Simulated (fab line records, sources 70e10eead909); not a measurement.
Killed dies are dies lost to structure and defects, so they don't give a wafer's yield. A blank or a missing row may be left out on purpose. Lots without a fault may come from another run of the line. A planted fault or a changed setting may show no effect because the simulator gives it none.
fab line records | flow nand_harc | part 1 of 2: steps 1 to 16 of 24
record lots=5 wafers=15 last_day=24
route steps=1159 shown A_CHANNEL_HOLE_D1@461
lots that met no fault: from a run of the same line without faults
start_h: hours from the record's first day to the start of the lot's first wafer shown | wait_h: hours since the lot's step before | " the same as in the row above | L1.1+2: a row that stands for several wafers | - no value, or no start given | * or withheld: withheld | < > ~ a bound
route shown NAME@n: a module of which the file shows steps, and the number in the route of the first | usual: mean/standard deviation of fault-free wafers | same: alike in all rows | chamber/n: place in a boat | sites: the reading at each site | _std_site: their standard deviation | _edge_site: outer sites' mean less inner sites' | radius_mm: how far each site lies from the wafer's centre | mask NAME#n: copy n | behind: the tool/chamber that last shaped the wafer | hold: why the lot was held/for how many hours/how that ended | device: the transistor (n, p or np) that didn't switch | end of line: the same wafers' tests at the end of the route | a step without rows: its recipe alone | killed: dies lost to structure and defects at the first sort, not the wafer's yield | map: a wafer's dies, x killed, . not, _ none there
set.NAME: the setting as run; set.NAME@STEP: as run at that earlier step | model.NAME: the simulator's own value behind a step, which no gauge read
lots at some steps of the route; a table a step, a row a wafer
services: from which hour (start_h, from the record's first day; less than 0 if before it) a tool's chamber was out of use, for how many hours, and why
## steps
# step NHARC_A_CHANNEL_HOLE_D1_DEVELOP_09
# recipe develop_time_s=35 dev_temp_c=23
# columns lot.wafer tool chamber start_h wait_h
L085.3+5+6 litho_track-06 0 - -
L087.3+5+6 litho_track-04 0 - -
L092.2+5+6 litho_track-01 0 - -
L094.3+4+5 litho_track-01 0 - -
L096.3+5+6 litho_track-06 0 - -
# step NHARC_A_CHANNEL_HOLE_D1_CD_MEAS_10
# recipe target_cd_nm=100 landing_energy_ev=500
# usual cd_nm=100.1/0.54
# columns lot.wafer tool chamber start_h wait_h cd_nm
L085.3 cd_sem-01 0 256.08 - 99.9
L085.5 " 0 " " 100.3
L085.6 " 0 " " 99.5
L087.3 cd_sem-02 0 271.22 - 100.1
L087.5 " 0 " " 99.7
L087.6 " 0 " " 100.2
L092.2 cd_sem-01 0 285.94 - 100.5
L092.5 " 0 " " 100.2
L092.6 " 0 " " 100.4
L094.3 cd_sem-02 0 292.49 - 99.9
L094.4 " 0 " " 100.3
L094.5 " 0 " " 100.5
L096.3 cd_sem-02 0 310.05 - 100.4
L096.5 " 0 " " 99.8
L096.6 " 0 " " 99.4
# step NHARC_A_CHANNEL_HOLE_D1_OVL_MEAS_11
# usual overlay_x_nm=0.1/0.74 overlay_y_nm=0.3/0.77
# columns lot.wafer tool chamber start_h wait_h overlay_x_nm overlay_y_nm
L085.3 overlay-01 - 256.16 - -0.3 1.1
L085.5 " - " " -0.2 1.3
L085.6 " - " " -0.2 0.7
L087.3 overlay-01 - 271.31 - 0.8 1.0
L087.5 " - " " 0.9 0.2
L087.6 " - " " 0.8 0.5
L092.2 overlay-01 - 286.02 - 0.5 0.4
L092.5 " - " " 0.6 0.1
L092.6 " - " " 0.4 0.4
L094.3 overlay-01 - 292.58 - 1.3 -0.3
L094.4 " - " " 1.1 -0.5
L094.5 " - " " 1.1 -0.3
L096.3 overlay-02 - 310.14 - -0.3 -0.1
L096.5 " - " " -0.4 -0.8
L096.6 " - " " 0.1 -0.7
# step NHARC_A_CHANNEL_HOLE_D1_INSPECT_12
# usual raw_defect_count=5.7/2.8
# columns lot.wafer tool chamber start_h wait_h raw_defect_count
L085.3 defect_inspect-02 - 256.20 0.0 7
L085.5 " - " " 8
L085.6 " - " " 6
L087.3 defect_inspect-02 - 271.34 0.0 12
L087.5 " - " " 2
L087.6 " - " " 4
L092.2 defect_inspect-02 - 286.06 0.0 5
L092.5 " - " " 7
L092.6 " - " " 3
L094.3 defect_inspect-01 - 292.61 0.0 5
L094.4 " - " " 2
L094.5 " - " " 4
L096.3 defect_inspect-01 - 310.17 0.0 5
L096.5 " - " " 1
L096.6 " - " " 2
# step NHARC_A_CHANNEL_HOLE_D1_DESCUM_15
# recipe time_s=3 o2_flow_sccm=200 ar_flow_sccm=0 bias_power_w=0 chemistry=O2
# usual drypump_motor_current_A=5.7/0.55 oes_product_au=1.006/0.01 rf_vpp_V=57.8/0.86 showerhead_plenum_p_Torr=1.93/0.1 throttle_valve_pct=11.311/0.0087
# columns lot.wafer tool chamber start_h wait_h drypump_motor_current_A oes_product_au rf_hours_counter_h rf_vpp_V showerhead_plenum_p_Torr throttle_valve_pct
L085.3 rie_diel-07 3 256.28 0.1 6.3 1.002 0 58.2 1.79 11.292
L085.6 " 0 " " 5.6 1.010 - 58.0 1.95 11.303
L085.5 " 1 " " 4.9 1.017 - 57.8 1.94 11.324
L087.3 rie_diel-12 0 271.43 0.1 6.5 1.008 5 57.7 2.06 11.330
L087.6 " 1 " " 6.2 1.005 - 57.5 2.05 11.313
L087.5 " 2 " " 5.8 1.001 - 58.5 2.06 11.299
L092.2 rie_diel-12 3 286.13 0.1 5.0 0.980 6 57.2 1.82 11.314
L092.5 " 1 " " 6.3 0.991 - 59.0 2.05 11.308
L092.6 " 0 " " 6.5 1.007 - 59.0 2.06 11.307
L094.3 rie_diel-07 2 292.69 0.1 5.7 1.008 3 58.1 1.95 11.307
L094.4 " 3 " " 6.3 1.002 4 57.7 1.79 11.310
L094.5 " 1 " " 4.9 1.014 - 56.8 1.94 11.288
L096.3 rie_diel-01 2 310.25 0.1 6.0 1.010 13 57.2 1.82 11.310
L096.6 " 0 " " 6.0 0.997 - 56.7 1.79 11.306
L096.5 " 1 " " 4.8 1.004 - 57.2 2.03 11.324
# step NHARC_A_CHANNEL_HOLE_D1_ETCH_38
# recipe target_depth_a=390 over_etch_frac=0.3 time_s=65 ion_energy_ev=80 cf4_flow_sccm=150 ar_flow_sccm=0 rf_w=300 bias_w=100 chemistry=CF4
# usual drypump_motor_current_A=5.7/0.54 oes_product_au=1.006/0.0091 rf_vpp_V=151.3/1.4 showerhead_plenum_p_Torr=1.78/0.086 throttle_valve_pct=13.284/0.0089
# columns lot.wafer tool chamber start_h wait_h drypump_motor_current_A oes_product_au rf_hours_counter_h rf_vpp_V showerhead_plenum_p_Torr throttle_valve_pct
L085.3 rie_diel-07 3 256.36 0.1 6.3 1.001 0 150.6 1.66 13.281
L085.5 " 0 " " 5.7 1.002 - 151.2 1.80 13.300
L085.6 " 1 " " 4.9 1.015 - 150.8 1.79 13.288
L087.3 rie_diel-12 1 271.62 0.2 6.3 1.004 5 152.4 1.88 13.280
L087.5 " 2 " " 5.8 0.989 - 153.3 1.90 13.272
L087.6 " 3 " " 5.0 0.995 - 150.6 1.69 13.269
L092.2 rie_diel-12 0 286.24 0.1 6.5 1.013 6 152.3 1.89 13.281
L092.6 " 1 " " 6.2 1.007 - 153.6 1.88 13.292
L092.5 " 0 " " 6.4 1.010 - 152.3 1.89 13.280
L094.3 rie_diel-07 2 292.76 0.1 5.8 1.006 3 151.7 1.80 13.289
L094.4 " 3 " " 6.3 0.990 4 150.9 1.66 13.272
L094.5 " 1 " " 4.9 0.999 - 152.1 1.79 13.299
L096.3 rie_diel-01 3 310.37 0.1 5.8 1.011 13 150.5 1.73 13.284
L096.5 " 2 " " 6.0 1.007 - 148.4 1.69 13.289
L096.6 " 3 " " 5.8 1.016 - 150.4 1.73 13.287
# step NHARC_A_CHANNEL_HOLE_D1_ETCH_39
# recipe target_depth_a=2600 over_etch_frac=0.3 time_s=325 ion_energy_ev=200 n2_flow_sccm=150 h2_flow_sccm=150 ar_flow_sccm=0 rf_w=400 bias_w=150 chemistry=N2/H2
# usual drypump_motor_current_A=5.7/0.55 oes_product_au=1.006/0.0087 rf_vpp_V=431/3.1 showerhead_plenum_p_Torr=2.05/0.11 throttle_valve_pct=14.171/0.0096
# columns lot.wafer tool chamber start_h wait_h drypump_motor_current_A oes_product_au rf_hours_counter_h rf_vpp_V showerhead_plenum_p_Torr throttle_valve_pct
L085.3 rie_diel-07 0 - - 5.6 1.004 0 432 2.08 14.172
L085.5 " 3 " " 6.3 0.996 - 428 1.91 14.179
L085.6 " 0 " " 5.6 1.005 - 433 2.08 14.182
L087.3 rie_diel-12 1 - - 6.3 1.008 5 436 2.18 14.155
L087.5 " 2 " " 5.8 0.996 - 435 2.20 14.172
L087.6 " 3 " " 5.0 1.001 - 428 1.94 14.176
L092.2 rie_diel-12 1 - - 6.3 1.002 6 433 2.18 14.177
L092.6 " 0 " " 6.5 1.012 - 437 2.20 14.171
L092.5 " 1 " " 6.3 1.002 - 436 2.18 14.168
L094.4 rie_diel-07 3 - - 6.3 1.003 4 426 1.91 14.168
L094.3 " 1 " " 4.9 1.005 3 431 2.07 14.184
L094.5 " 2 " " 5.7 1.006 - 432 2.08 14.165
L096.3 rie_diel-01 1 - - 4.8 1.013 11 433 2.17 14.179
L096.5 " 0 " " 6.1 1.004 - 426 1.91 14.177
L096.6 " 1 " " 4.8 1.016 - 435 2.17 14.162
# step NHARC_A_CHANNEL_HOLE_D1_ETCH_34
# recipe target_depth_a=1540 time_s=77 cf4_flow_sccm=100 chf3_flow_sccm=30 ar_flow_sccm=0 rf_w=500 bias_w=200 chemistry=CF4/CHF3
# usual drypump_motor_current_A=5.7/0.53 oes_product_au=0.954/0.024 rf_vpp_V=370.9/2.8 showerhead_plenum_p_Torr=1.58/0.077 throttle_valve_pct=16.802/0.0085
# columns lot.wafer tool chamber start_h wait_h drypump_motor_current_A oes_product_au rf_hours_counter_h rf_vpp_V showerhead_plenum_p_Torr throttle_valve_pct
L085.3 rie_diel-07 3 - - 6.3 0.966 0 366.1 1.48 16.800
L085.6 " 0 " " 5.6 0.966 - 371.4 1.60 16.809
L085.5 " 1 " " 4.9 0.984 - 369.9 1.59 16.782
L087.3 rie_diel-12 1 - - 6.2 0.939 5 374.1 1.68 16.807
L087.5 " 2 " " 5.8 0.948 - 375.9 1.69 16.803
L087.6 " 3 " " 5.0 0.963 - 368.4 1.50 16.784
L092.2 rie_diel-12 1 - - 6.3 0.924 6 374.4 1.68 16.807
L092.6 " 0 " " 6.5 0.933 - 374.7 1.69 16.794
L092.5 " 1 " " 6.2 0.930 - 374.6 1.68 16.817
L094.4 rie_diel-07 3 - - 6.3 0.966 4 367.5 1.48 16.794
L094.3 " 1 " " 4.9 0.965 3 371.5 1.59 16.802
L094.5 " 0 " " 5.7 0.964 - 372.7 1.60 16.813
L096.3 rie_diel-01 3 - - 5.8 0.942 13 369.4 1.54 16.810
L096.6 " 1 " " 4.8 0.931 - 374.5 1.67 16.809
L096.5 " 2 " " 6.0 0.924 - 369.2 1.50 16.812
# step NHARC_A_CHANNEL_HOLE_D1_ETCH_16
# recipe target_depth_a=31000 over_etch_frac=0.3 time_s=806 ion_energy_ev=150 o2_flow_sccm=400 cos_flow_sccm=20 ar_flow_sccm=0 rf_w=500 bias_w=300 chemistry=O2/COS
# usual drypump_motor_current_A=5.7/0.53 oes_product_au=1.006/0.0095 rf_vpp_V=314.2/2.3 showerhead_plenum_p_Torr=3.13/0.15 throttle_valve_pct=28.330/0.0097
# columns lot.wafer tool chamber start_h wait_h drypump_motor_current_A oes_product_au rf_hours_counter_h rf_vpp_V showerhead_plenum_p_Torr throttle_valve_pct
L085.3 rie_diel-07 2 - - 5.7 1.012 0 315.7 3.18 28.332
L085.6 " 3 " " 6.3 0.998 - 311.2 2.94 28.340
L085.5 " 0 " " 5.7 1.012 - 313.7 3.17 28.330
L087.3 rie_diel-12 1 - - 6.2 0.999 5 316.6 3.33 28.325
L087.5 " 3 " " 5.0 1.000 - 313.5 2.98 28.333
L087.6 " 0 " " 6.5 0.998 - 317.6 3.35 28.316
L092.2 rie_diel-12 3 - - 5.0 1.006 6 311.5 2.98 28.318
L092.5 " 0 " " 6.5 1.015 - 316.3 3.35 28.332
L092.6 " 3 " " 5.0 0.996 - 312.5 2.98 28.347
L094.4 rie_diel-07 0 - - 5.7 1.009 3 315.6 3.17 28.316
L094.3 " 1 " " 4.9 1.008 3 314.3 3.16 28.340
L094.5 " 1 " " 4.9 1.018 - 314.3 3.16 28.310
L096.3 rie_diel-01 2 - - 6.1 1.011 13 310.6 2.98 28.339
L096.6 " 0 " " 6.0 1.001 - 311.4 2.94 28.331
L096.5 " 1 " " 4.8 1.000 - 316.3 3.30 28.348
# step NHARC_A_CHANNEL_HOLE_D1_CD_MEAS_18
# usual cd_nm=99.1/2.3
# columns lot.wafer tool chamber start_h wait_h cd_nm
L085.3 cd_sem-03 - 257.37 - 96.3
L085.5 " - " " 99.5
L085.6 " - " " 98.9
L087.3 cd_sem-02 - 272.97 - 99.6
L087.5 " - " " 101.2
L087.6 " - " " 100.6
L092.2 cd_sem-01 - 287.43 - 101.0
L092.5 " - " " 100.0
L092.6 " - " " 97.9
L094.3 cd_sem-01 - 293.79 - 97.2
L094.4 " - " " 98.5
L094.5 " - " " 98.6
L096.3 cd_sem-02 - 311.38 - 95.5
L096.5 " - " " 103.9
L096.6 " - " " 97.1
# step NHARC_A_CHANNEL_HOLE_D1_ETCH_19
# recipe bias_v=1200 source_w=2500 pressure_mtorr=15 time_s=34.5 ar_flow_sccm=375 c4f8_flow_sccm=28.8 o2_flow_sccm=96.2 temp_c=-20 target_depth_a=* chemistry=C4F8/O2/Ar
# usual drypump_motor_current_A=5.82/0.21 showerhead_plenum_p_Torr=3.73/0.16 throttle_valve_pct=37.038/0.0085
# columns lot.wafer tool chamber start_h wait_h drypump_motor_current_A rf_hours_counter_h showerhead_plenum_p_Torr throttle_valve_pct
L085.3 har_etch-02 0 257.48 0.1 5.61 - 3.91 37.030
L085.5 " 0 " " 5.61 - 3.91 37.028
L085.6 " 1 " " 5.79 - 3.54 37.037
L087.3 har_etch-01 0 276.29 3.3 6.17 - 3.61 37.028
L087.6 " 0 " " 6.17 - 3.61 37.042
L087.5 " 1 " " 5.70 - 3.85 37.027
L092.2 har_etch-02 0 287.52 0.1 5.61 148 3.90 37.044
L092.6 " 1 " " 5.78 - 3.53 37.043
L092.5 " 0 " " 5.61 - 3.90 37.025
L094.3 har_etch-01 0 293.89 0.1 6.18 - 3.60 37.037
L094.4 " 1 " " 5.72 - 3.84 37.051
L094.5 " 1 " " 5.68 - 3.84 37.034
L096.3 har_etch-02 1 312.67 1.3 5.81 - 3.53 37.042
L096.6 " 0 " " 5.63 - 3.89 37.031
L096.5 " 1 " " 5.79 - 3.53 37.041
# step NHARC_A_CHANNEL_HOLE_D1_ETCH_20
# recipe bias_v=3000 source_w=withheld pressure_mtorr=20 time_s=361.9 ar_flow_sccm=375 c4f8_flow_sccm=89.3 o2_flow_sccm=35.7 temp_c=-20 target_depth_a=16000 chemistry=C4F8/O2/Ar
# usual drypump_motor_current_A=5.81/0.2 showerhead_plenum_p_Torr=3.69/0.15 throttle_valve_pct=32.155/0.0095
# columns lot.wafer tool chamber start_h wait_h drypump_motor_current_A rf_hours_counter_h showerhead_plenum_p_Torr throttle_valve_pct
L085.3 har_etch-02 0 257.66 0.2 5.64 - 3.86 32.176
L085.5 " 0 " " 5.62 - 3.86 32.154
L085.6 " 1 " " 5.78 - 3.51 32.155
L087.3 har_etch-01 0 276.47 0.2 6.12 - 3.57 32.164
L087.6 " 0 " " 6.18 - 3.57 32.165
L087.5 " 1 " " 5.70 - 3.80 32.172
L092.2 har_etch-02 0 287.67 0.1 5.63 148 3.85 32.147
L092.6 " 1 " " 5.77 - 3.50 32.149
L092.5 " 0 " " 5.63 - 3.85 32.145
L094.3 har_etch-01 0 294.07 0.2 6.16 - 3.57 32.150
L094.4 " 1 " " 5.73 - 3.79 32.156
L094.5 " 1 " " 5.73 - 3.79 32.150
L096.3 har_etch-02 1 312.88 0.2 5.81 - 3.49 32.161
L096.6 " 0 " " 5.61 - 3.84 32.163
L096.5 " 1 " " 5.79 - 3.49 32.167
# step NHARC_A_CHANNEL_HOLE_D1_ETCH_21
# recipe bias_v=3000 source_w=withheld pressure_mtorr=20 time_s=514.3 ar_flow_sccm=375 c4f8_flow_sccm=89.3 o2_flow_sccm=35.7 temp_c=-20 target_depth_a=16000 chemistry=C4F8/O2/Ar
# usual drypump_motor_current_A=5.82/0.2 showerhead_plenum_p_Torr=3.69/0.15 throttle_valve_pct=32.155/0.0097
# columns lot.wafer tool chamber start_h wait_h drypump_motor_current_A rf_hours_counter_h showerhead_plenum_p_Torr throttle_valve_pct
L085.3 har_etch-02 0 258.02 0.3 5.62 - 3.86 32.162
L085.5 " 0 " " 5.62 - 3.86 32.160
L085.6 " 1 " " 5.82 - 3.51 32.155
L087.3 har_etch-01 0 276.82 0.3 6.15 - 3.57 32.148
L087.6 " 0 " " 6.16 - 3.57 32.149
L087.5 " 1 " " 5.76 - 3.80 32.147
L092.2 har_etch-02 0 288.00 0.3 5.62 149 3.85 32.154
L092.6 " 1 " " 5.82 - 3.50 32.163
L092.5 " 0 " " 5.62 - 3.85 32.174
L094.3 har_etch-01 0 294.43 0.3 6.18 - 3.57 32.155
L094.4 " 1 " " 5.70 - 3.79 32.152
L094.5 " 1 " " 5.71 - 3.79 32.154
L096.3 har_etch-02 1 313.26 0.3 5.80 - 3.49 32.158
L096.6 " 0 " " 5.62 - 3.84 32.159
L096.5 " 1 " " 5.76 - 3.49 32.152
# step NHARC_A_CHANNEL_HOLE_D1_ETCH_22
# recipe bias_v=3000 source_w=withheld pressure_mtorr=20 time_s=666.7 ar_flow_sccm=375 c4f8_flow_sccm=89.3 o2_flow_sccm=35.7 temp_c=-20 target_depth_a=16000 chemistry=C4F8/O2/Ar
# usual drypump_motor_current_A=5.82/0.2 showerhead_plenum_p_Torr=3.69/0.15 throttle_valve_pct=32.155/0.0092
# columns lot.wafer tool chamber start_h wait_h drypump_motor_current_A rf_hours_counter_h showerhead_plenum_p_Torr throttle_valve_pct
L085.3 har_etch-02 0 258.51 0.4 5.64 - 3.86 32.157
L085.5 " 0 " " 5.62 - 3.86 32.148
L085.6 " 1 " " 5.79 - 3.51 32.172
L087.3 har_etch-01 0 277.29 0.4 6.17 - 3.57 32.149
L087.6 " 0 " " 6.18 - 3.57 32.153
L087.5 " 1 " " 5.72 - 3.80 32.168
L092.2 har_etch-02 0 288.47 0.4 5.63 149 3.85 32.136
L092.6 " 1 " " 5.82 - 3.50 32.143
L092.5 " 0 " " 5.62 - 3.85 32.144
L094.3 har_etch-01 0 294.91 0.4 6.16 - 3.57 32.144
L094.4 " 1 " " 5.74 - 3.79 32.155
L094.5 " 1 " " 5.74 - 3.79 32.155
L096.3 har_etch-02 1 313.76 0.4 5.79 - 3.49 32.163
L096.6 " 0 " " 5.62 - 3.84 32.157
L096.5 " 1 " " 5.81 - 3.49 32.160
# step NHARC_A_CHANNEL_HOLE_D1_ETCH_23
# recipe bias_v=5000 source_w=withheld pressure_mtorr=20 time_s=819 ar_flow_sccm=375 c4f8_flow_sccm=89.3 o2_flow_sccm=35.7 temp_c=-20 target_depth_a=16000 chemistry=C4F8/O2/Ar
# usual drypump_motor_current_A=5.82/0.2 showerhead_plenum_p_Torr=3.69/0.15 throttle_valve_pct=32.155/0.0087
# columns lot.wafer tool chamber start_h wait_h drypump_motor_current_A rf_hours_counter_h showerhead_plenum_p_Torr throttle_valve_pct
L085.3 har_etch-02 0 259.12 0.5 5.63 - 3.86 32.155
L085.5 " 0 " " 5.62 - 3.86 32.153
L085.6 " 1 " " 5.79 - 3.51 32.143
L087.3 har_etch-01 0 277.90 0.5 6.17 - 3.57 32.149
L087.6 " 0 " " 6.18 - 3.57 32.152
L087.5 " 1 " " 5.75 - 3.80 32.170
L092.2 har_etch-02 0 289.06 0.5 5.63 150 3.85 32.167
L092.6 " 1 " " 5.78 - 3.50 32.161
L092.5 " 0 " " 5.63 - 3.85 32.150
L094.3 har_etch-01 0 295.52 0.5 6.17 - 3.57 32.147
L094.4 " 1 " " 5.76 - 3.79 32.162
L094.5 " 1 " " 5.74 - 3.79 32.137
L096.3 har_etch-02 1 314.40 0.5 5.79 - 3.49 32.160
L096.6 " 0 " " 5.63 - 3.84 32.148
L096.5 " 1 " " 5.79 - 3.49 32.154
# step NHARC_A_CHANNEL_HOLE_D1_ETCH_24
# recipe bias_v=5000 source_w=withheld pressure_mtorr=20 time_s=906.2 ar_flow_sccm=375 c4f8_flow_sccm=93.8 o2_flow_sccm=31.2 temp_c=-20 target_depth_a=15000 chemistry=C4F8/O2/Ar
# usual drypump_motor_current_A=5.82/0.2 showerhead_plenum_p_Torr=3.68/0.15 throttle_valve_pct=32.235/0.0096
# columns lot.wafer tool chamber start_h wait_h drypump_motor_current_A rf_hours_counter_h showerhead_plenum_p_Torr throttle_valve_pct
L085.3 har_etch-02 0 259.84 0.6 5.63 - 3.85 32.222
L085.5 " 0 " " 5.62 - 3.85 32.244
L085.6 " 1 " " 5.77 - 3.50 32.240
L087.3 har_etch-01 0 278.61 0.6 6.20 - 3.57 32.259
L087.6 " 0 " " 6.19 - 3.57 32.229
L087.5 " 1 " " 5.72 - 3.79 32.231
L092.2 har_etch-02 0 289.76 0.6 5.64 150 3.84 32.237
L092.6 " 1 " " 5.80 - 3.49 32.236
L092.5 " 0 " " 5.63 - 3.84 32.246
L094.3 har_etch-01 0 296.23 0.6 6.14 - 3.56 32.242
L094.4 " 1 " " 5.73 - 3.79 32.222
L094.5 " 1 " " 5.72 - 3.79 32.221
L096.3 har_etch-02 1 315.14 0.6 5.78 - 3.49 32.242
L096.6 " 0 " " 5.65 - 3.84 32.233
L096.5 " 1 " " 5.77 - 3.49 32.240
